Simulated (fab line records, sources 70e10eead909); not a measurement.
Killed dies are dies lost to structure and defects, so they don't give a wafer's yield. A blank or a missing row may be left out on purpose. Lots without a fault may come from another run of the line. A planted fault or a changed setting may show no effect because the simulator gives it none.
Which tool did it? | flow nand_harc | 13 lots, 39 wafers sampled, at 5 steps of a route of 1302

WHAT THE GAUGES READ, wafer by wafer
NHARC_END_SORT_01.
lot  | measured     | on        | defect_limited_yield (%) | killed_at_array | killed_at_other | killed_at_periphery | killed_dies | killed_open | killed_short
L447 | day 25 08:41 | prober-01 | 96.0 90.7 92.0           | 23 58 51        | 0 0 0           | 4 5 3               | 27 63 54    | 0 5 7       | 0 1 1
L450 | day 26 20:17 | prober-02 | 88.6 91.6 90.1           | 76 54 63        | 0 1 0           | 1 2 4               | 77 57 67    | 2 5 4       | 3 3 2
L453 | day 28 01:58 | prober-02 | 89.5 93.8 89.7           | 62 33 60        | 3 5 4           | 6 4 6               | 71 42 70    | 5 0 4       | 2 3 0
L459 | day 30 00:23 | prober-02 | 91.7 0 92.2              | 52 670 48       | 0 0 1           | 4 7 4               | 56 677 53   | 4 2 7       | 2 2 2
L460 | day 31 01:29 | prober-02 | 0 91.3 0                 | 670 50 673      | 0 2 1           | 7 7 3               | 677 59 677  | 4 2 3       | 3 2 2
L467 | day 34 15:51 | prober-02 | 93.6 94.2 92.3           | 37 37 45        | 0 0 0           | 6 2 7               | 43 39 52    | 4 2 3       | 2 5 2

WHICH TOOL RAN EACH LOT (tool, then ch and the chambers of the sampled wafers, then the start)
lot  | NHARC_A_M0_DEP_00               | NHARC_THIN_TSV_DEGAS_53      | NHARC_THIN_TSV_DESCUM_35           | NHARC_THIN_TSV_ETCH_36
L444 | pecvd-02 ch 1,2, day 22 20:45   | pvd_sputter-02, day 24 02:20 | rie_diel-09 ch 1,3, day 24 03:38   | rie_metal-02 ch 0,1, day 24 04:02
L445 | pecvd-02 ch 0,1, day 23 02:51   | pvd_sputter-02, day 24 08:25 | rie_diel-09 ch 1,2,3, day 24 09:35 | rie_metal-03 ch 0,1, day 24 09:58
L447 | pecvd-03 ch 0,1, day 23 16:43   | pvd_sputter-01, day 24 22:26 | rie_diel-11 ch 0,1,2, day 24 23:49 | rie_metal-02 ch 0,1, day 25 00:12
L448 | pecvd-02 ch 1,2, day 24 03:16   | pvd_sputter-03, day 25 09:38 | rie_diel-09 ch 0,1,3, day 25 10:57 | rie_metal-03 ch 0,1, day 25 11:19
L449 | pecvd-04 ch 0,1,2, day 24 10:13 | pvd_sputter-03, day 25 15:58 | rie_diel-08 ch 0,1,3, day 25 17:16 | rie_metal-01 ch 0,1, day 25 17:38
L450 | pecvd-02 ch 0,1,2, day 25 03:02 | pvd_sputter-02, day 26 08:42 | rie_diel-08 ch 0,1,3, day 26 09:59 | rie_metal-02 ch 0,1, day 26 10:22
L453 | pecvd-04 ch 0,2, day 26 09:00   | pvd_sputter-01, day 27 14:41 | rie_diel-09 ch 0,2,3, day 27 16:06 | rie_metal-02 ch 0, day 27 16:33
L452 | pecvd-03 ch 0,1,2, day 26 10:44 | pvd_sputter-01, day 27 16:13 | rie_diel-09 ch 2,3, day 27 17:37   | rie_metal-03 ch 0,1, day 27 18:01
L459 | pecvd-04 ch 0,1,2, day 28 05:16 | pvd_sputter-02, day 29 11:44 | rie_diel-11 ch 2,3, day 29 12:56   | rie_metal-01 ch 1, day 29 13:30
L460 | pecvd-04 ch 1,2, day 29 07:34   | pvd_sputter-02, day 30 13:30 | rie_diel-11 ch 0, day 30 14:50     | rie_metal-03 ch 0, day 30 15:12
L462 | pecvd-03 ch 0,1, day 30 02:35   | pvd_sputter-02, day 31 07:56 | rie_diel-11 ch 0,1, day 31 09:14   | rie_metal-03 ch 0,1, day 31 09:38
L465 | pecvd-03 ch 1,2, day 31 05:23   | pvd_sputter-02, day 32 18:28 | rie_diel-11 ch 1,2,3, day 32 19:52 | rie_metal-01 ch 0, day 32 20:16
L467 | pecvd-02 ch 1,2, day 32 23:55   | pvd_sputter-02, day 34 05:40 | rie_diel-09 ch 0,1, day 34 06:59   | rie_metal-02 ch 0,1, day 34 07:22
- NHARC_A_M0_DEP_00: deposits SiOC, target thk 150 nm.
- NHARC_THIN_TSV_DEGAS_53: time 60 s.
- NHARC_THIN_TSV_DESCUM_35: chemistry O2, time 3 s.
- NHARC_THIN_TSV_ETCH_36: etches the open film in Cl2/BCl3, target depth 65 nm, time 18.571 s.

WHAT THE TOOLS THEMSELVES READ (means of the sampled wafers that have a number; where no wafer has one, the mark that the record gives instead)
NHARC_THIN_TSV_DEGAS_53.
lot  | tool           | heater_power_w (W)
L444 | pvd_sputter-02 | 439
L445 | pvd_sputter-02 | 451
L447 | pvd_sputter-01 | 470
L448 | pvd_sputter-03 | 507
L449 | pvd_sputter-03 | 466
L450 | pvd_sputter-02 | 455
L453 | pvd_sputter-01 | 467
L452 | pvd_sputter-01 | 463
L459 | pvd_sputter-02 | 462
L460 | pvd_sputter-02 | 437
L462 | pvd_sputter-02 | 441
L465 | pvd_sputter-02 | 444
L467 | pvd_sputter-02 | 452

NHARC_THIN_TSV_DESCUM_35.
lot  | tool        | drypump_motor_current_A (A) | oes_product_au (a.u.) | rf_vpp_V (V) | showerhead_plenum_p_Torr (Torr) | throttle_valve_pct (%)
L444 | rie_diel-09 | 5.2                         | 1.003                 | 57.0         | 1.95                            | 11.315
L445 | rie_diel-09 | 5.3                         | 1.012                 | 57.7         | 1.96                            | 11.307
L447 | rie_diel-11 | 6.0                         | 0.995                 | 56.6         | 1.88                            | 11.320
L448 | rie_diel-09 | 5.4                         | 0.999                 | 57.4         | 1.90                            | 11.319
L449 | rie_diel-08 | 5.5                         | 0.999                 | 57.7         | 1.91                            | 11.310
L450 | rie_diel-08 | 5.5                         | 0.993                 | 56.6         | 1.91                            | 11.308
L453 | rie_diel-09 | 5.2                         | 1.008                 | 58.2         | 1.94                            | 11.318
L452 | rie_diel-09 | 5.0                         | 1.008                 | 58.2         | 2.00                            | 11.308
L459 | rie_diel-11 | 5.7                         | 1.002                 | 58.5         | 1.98                            | 11.317
L460 | rie_diel-11 | 5.4                         | 0.993                 | 57.3         | 1.78                            | 11.309
L462 | rie_diel-11 | 6.3                         | 0.986                 | 57.5         | 1.85                            | 11.309
L465 | rie_diel-11 | 6.0                         | 0.999                 | 58.4         | 1.95                            | 11.306
L467 | rie_diel-09 | 5.6                         | 1.009                 | 57.2         | 1.86                            | 11.302

NHARC_THIN_TSV_ETCH_36.
lot  | tool         | drypump_motor_current_A (A) | oes_product_au (a.u.)
L444 | rie_metal-02 | 5.9                         | 1.010
L445 | rie_metal-03 | 5.7                         | 1.010
L447 | rie_metal-02 | 5.9                         | 1.019
L448 | rie_metal-03 | 5.7                         | 1.004
L449 | rie_metal-01 | 6.1                         | 0.999
L450 | rie_metal-02 | 6.0                         | 1.000
L453 | rie_metal-02 | 5.7                         | 1.018
L452 | rie_metal-03 | 5.7                         | 1.010
L459 | rie_metal-01 | 6.5                         | 1.003
L460 | rie_metal-03 | 5.0                         | 1.004
L462 | rie_metal-03 | 5.7                         | 0.987
L465 | rie_metal-01 | 5.3                         | 0.990
L467 | rie_metal-02 | 6.0                         | 1.007

THE ANSWER, worked out from the rows above alone
Rule: what is usual is taken from the lots themselves. Put in order of their means at a reading, lots are off if they are a third of the lots or fewer, leave a main group of 4 or more, and stand apart from it by a gap of 3 or more times the standard deviation of the main group's means; of several such gaps the widest counts. A main group whose means are all the same, to the digits that the tables above print for the reading, isn't used. A lot without any number at a reading at which 4 lots or more have one is off too. The other lots that the step has rows for count as sound. The gauges are gone through in route order, then the tools' own readings, and for those a lot's mean is taken as printed above. The first step at which some lot is off is used, and at that step the reading that is off furthest; a lot without a number counts as furthest.
Off: L459, L460, at NHARC_END_SORT_01 (defect_limited_yield). The main group: mean 91.8 %, standard deviation 1.3. Neither off nor sound, because the step has no rows for them: L444, L445, L448, L449, L452, L462, L465.
A tool fits if, at a process step before that reading, it ran every lot that is off, and no sound lot after the first of them. The gauges at NHARC_END_SORT_01 are tried like those tools. Can't be told from this: 2 tools fit, pecvd-04 at NHARC_A_M0_DEP_00, rie_diel-11 at NHARC_THIN_TSV_DESCUM_35.

WHAT THE SIMULATOR HAD PUT IN
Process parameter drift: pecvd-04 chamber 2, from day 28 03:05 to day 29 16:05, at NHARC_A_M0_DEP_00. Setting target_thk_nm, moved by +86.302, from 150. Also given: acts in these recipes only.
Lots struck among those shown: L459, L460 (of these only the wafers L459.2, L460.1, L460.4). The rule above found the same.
